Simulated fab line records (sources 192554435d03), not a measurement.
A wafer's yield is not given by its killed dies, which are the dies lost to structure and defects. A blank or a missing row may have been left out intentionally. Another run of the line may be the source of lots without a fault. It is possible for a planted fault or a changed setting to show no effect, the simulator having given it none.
Matching of chambers / flow n5-finfet / N5_MOL_CONTACT_COAG_ALD_131 on ald-sin-04 has 4 sister chambers
The step deposits SiO2, target thk 5 nm, pulse time 1 s, co reactant pulse time 1 s. 8 wafers are shown with their chamber, then 7 later ones without.

WAFERS WITH THEIR CHAMBER
wafer=L077.3; chamber=2; heater-power-w (W)=76; susceptor-temp-C (C)=99.80
wafer=L077.5; chamber=3; heater-power-w (W)=70; susceptor-temp-C (C)=100.05
wafer=L078.4; chamber=2; heater-power-w (W)=75; susceptor-temp-C (C)=100.15
wafer=L079.2; chamber=1; heater-power-w (W)=64; susceptor-temp-C (C)=99.86
wafer=L079.3; chamber=3; heater-power-w (W)=72; susceptor-temp-C (C)=99.83
wafer=L079.4; chamber=0; heater-power-w (W)=76; susceptor-temp-C (C)=100.07
wafer=L081.1; chamber=1; heater-power-w (W)=65; susceptor-temp-C (C)=99.93
wafer=L081.2; chamber=0; heater-power-w (W)=76; susceptor-temp-C (C)=100.01

WAFERS MISSING THEIR CHAMBER
wafer=L081.5; heater-power-w (W)=65; susceptor-temp-C (C)=99.90
wafer=L083.2; heater-power-w (W)=78; susceptor-temp-C (C)=99.93
wafer=L083.3; heater-power-w (W)=71; susceptor-temp-C (C)=100.20
wafer=L083.4; heater-power-w (W)=75; susceptor-temp-C (C)=100.01
wafer=L091.1; heater-power-w (W)=76; susceptor-temp-C (C)=99.84
wafer=L091.2; heater-power-w (W)=65; susceptor-temp-C (C)=99.74
wafer=L091.4; heater-power-w (W)=74; susceptor-temp-C (C)=100.18

THE CHAMBER EACH PASSED THROUGH
wafer=L081.5; from the rows above=1; in truth=1
wafer=L083.2; from the rows above=can't be placed: 0 or 2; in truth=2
wafer=L083.3; from the rows above=3; in truth=3
wafer=L083.4; from the rows above=can't be placed: 2 or 0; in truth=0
wafer=L091.1; from the rows above=can't be placed: 2 or 0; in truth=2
wafer=L091.2; from the rows above=1; in truth=1
wafer=L091.4; from the rows above=can't be placed: 2 or 0 or 3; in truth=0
Placed correctly: 3 of 7. These rows do not allow placing 4 (true chamber among the candidates in 4). Placed wrongly: 0.
How it was worked out, from the rows above alone: a wafer's distance from a chamber is the root of the sum, over the readings, of the square of ((its reading less the chamber's mean) divided by the reading's scatter). If the next closest chamber is less than 2 further off than the closest, the wafer can't be placed; otherwise it belongs to the closest. A chamber's mean is the mean of its shown wafers. The scatter is the square root of a quotient: the sum, over the shown wafers, of each reading's squared deviation from its chamber's mean, divided by wafers minus chambers.
